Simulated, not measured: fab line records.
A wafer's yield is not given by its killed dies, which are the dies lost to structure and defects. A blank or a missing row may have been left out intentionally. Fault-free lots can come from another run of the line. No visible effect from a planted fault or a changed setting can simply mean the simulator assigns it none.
Chamber matching -- flow n5_finfet -- N5_GATE_CUT_ETCH_19 on rie_diel-04 has 4 sister chambers
The step etches SiNx in CH3F/O2, target depth 53.7 nm, time 76.7 s. 4 wafers are shown with their chamber, then 8 later ones without.

EACH WAFER AND ITS CHAMBER
wafer,chamber,showerhead_plenum_p_Torr (Torr)
L089.4,0,1.87
L089.5,1,2.02
L089.6,3,1.97
L092.1,2,2.05

WAFERS WHOSE CHAMBER IS MISSING
wafer,showerhead_plenum_p_Torr (Torr)
L092.4,2.02
L092.5,1.97
L097.2,2.01
L097.3,1.96
L097.5,2.05
L096.3,1.96
L096.4,1.86
L096.6,2.01

WHICH CHAMBER EACH WENT THROUGH
wafer,from the rows above,in truth
L092.4,1,1
L092.5,3,3
L097.2,1,1
L097.3,3,3
L097.5,2,2
L096.3,3,3
L096.4,0,0
L096.6,1,1
Correct placement for 8 of the 8. From these rows, 0 cannot be placed. Placed wrongly: 0.
How it was worked out, from the rows above alone: a wafer's distance from a chamber is the root of the sum, over the readings, of the square of ((its reading less the chamber's mean) divided by the reading's scatter). If the next closest chamber is less than 2 further off than the closest, the wafer can't be placed; otherwise it belongs to the closest. Each chamber's mean is taken over the wafers shown for it. The scatter: root of mean squared gap, hidden wafer to nearest shown wafer, with one shown wafer a chamber.
